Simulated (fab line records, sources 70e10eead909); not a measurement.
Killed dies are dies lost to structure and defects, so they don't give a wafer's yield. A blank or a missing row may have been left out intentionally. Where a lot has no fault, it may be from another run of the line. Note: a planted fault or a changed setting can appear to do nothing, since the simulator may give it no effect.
Comparing a struck lot with a sound one	flow nand harc	14 out of 1302 route steps
Sound: wafers L261.1, L261.3, L261.6. Wafers struck: L281.1, L281.2, L281.3. The cause is given at the end.
Each step with rows lists, per side, the tool, then ch with its chambers, then its first start. Under that, the readings that differ: sound wafers	struck wafers	difference of the means	sigmas: that difference in standard deviations of wafers without a fault.
alike: readings whose means differ by less than 2 such deviations, and words and numbers that are the same on both sides. not compared: withheld readings, readings that some wafer has no value for, bounds like >300 that may hide the same value, and numbers for which the record gives no deviation and whose values overlap.
Wherever a step has rows on one side only, a row that says differs or no value, or a row with sigmas, the two part there. When numbers do not overlap yet have no deviation, they are printed without sigmas and do not part them. A reading missing from all wafers of one side parts the sides only when that side holds two or more wafers.

first, 9 steps without rows for these wafers: NHARC_P_ZERO_WELL_DEHYDRATE_03 (time 120 s); NHARC_P_ZERO_WELL_HMDS_04 (time 30 s); NHARC_P_ZERO_WELL_COAT_64 (time 65 s); NHARC_P_ZERO_WELL_COAT_05 (resist thk 600 nm); NHARC_P_ZERO_WELL_SOFTBAKE_06 (time 70 s); NHARC_P_ZERO_WELL_EBR_07; NHARC_P_ZERO_WELL_EXPOSE_08 (exposes mask P ZERO, target cd 500 nm); NHARC_P_ZERO_WELL_PEB_09 (peb time 80 s); NHARC_P_ZERO_WELL_DEVELOP_10 (time 50 s).
NHARC_P_ZERO_WELL_CD_MEAS_11 targets a cd of 500 nm.
  sound on cd sem-03 ch 0, day 2 17:07; struck on cd sem-01 ch 0, day 11 01:09
  alike: cd nm
then, 1 step without rows for these wafers: NHARC_P_ZERO_WELL_HARDBAKE_12 (time 65 s).
NHARC_P_ZERO_WELL_DESCUM_13: chemistry O2, time 3 s.
  sound on rie diel-09 ch 1,2,3, day 2 17:17; struck on rie diel-09 ch 0,1,3, day 11 01:18
  alike: drypump motor current A, oes product au, rf vpp V, showerhead plenum p Torr, throttle valve pct
  not compared: rf hours counter h
NHARC_P_ZERO_WELL_ETCH_65: etches the open film in N2/H2, target depth 80 nm, overetch 24 nm, time 87.88 s.
  sound on rie diel-09 ch 0,1,2, day 2 17:22; struck on rie diel-09 ch 0,1,2, day 11 01:27
reading	sound	struck	difference	sigmas
run length s (s)	109.3 109.8 109.4	112.8 111.8 112.7	+2.9	+7
  alike: drypump motor current A, oes product au, rf vpp V, showerhead plenum p Torr, throttle valve pct
  not compared: rf hours counter h
NHARC_P_ZERO_WELL_ETCH_62: etches the open film in CHF3/Ar, target depth 13 nm, time 6.5 s.
  sound on rie diel-09 ch 0,2; struck on rie diel-09 ch 0,2,3
  alike: drypump motor current A, oes product au, rf vpp V, run length s, showerhead plenum p Torr, throttle valve pct
  not compared: rf hours counter h

## WHERE THEY PART
At NHARC_P_ZERO_WELL_ETCH_65 and nowhere else, as far as this record goes. Later steps at which nothing parts them and some readings are alike: NHARC_P_ZERO_WELL_ETCH_62.

WHY: what had been put in by the simulator
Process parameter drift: rie diel-09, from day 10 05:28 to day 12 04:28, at NHARC_P_ZERO_WELL_ETCH_65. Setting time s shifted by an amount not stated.
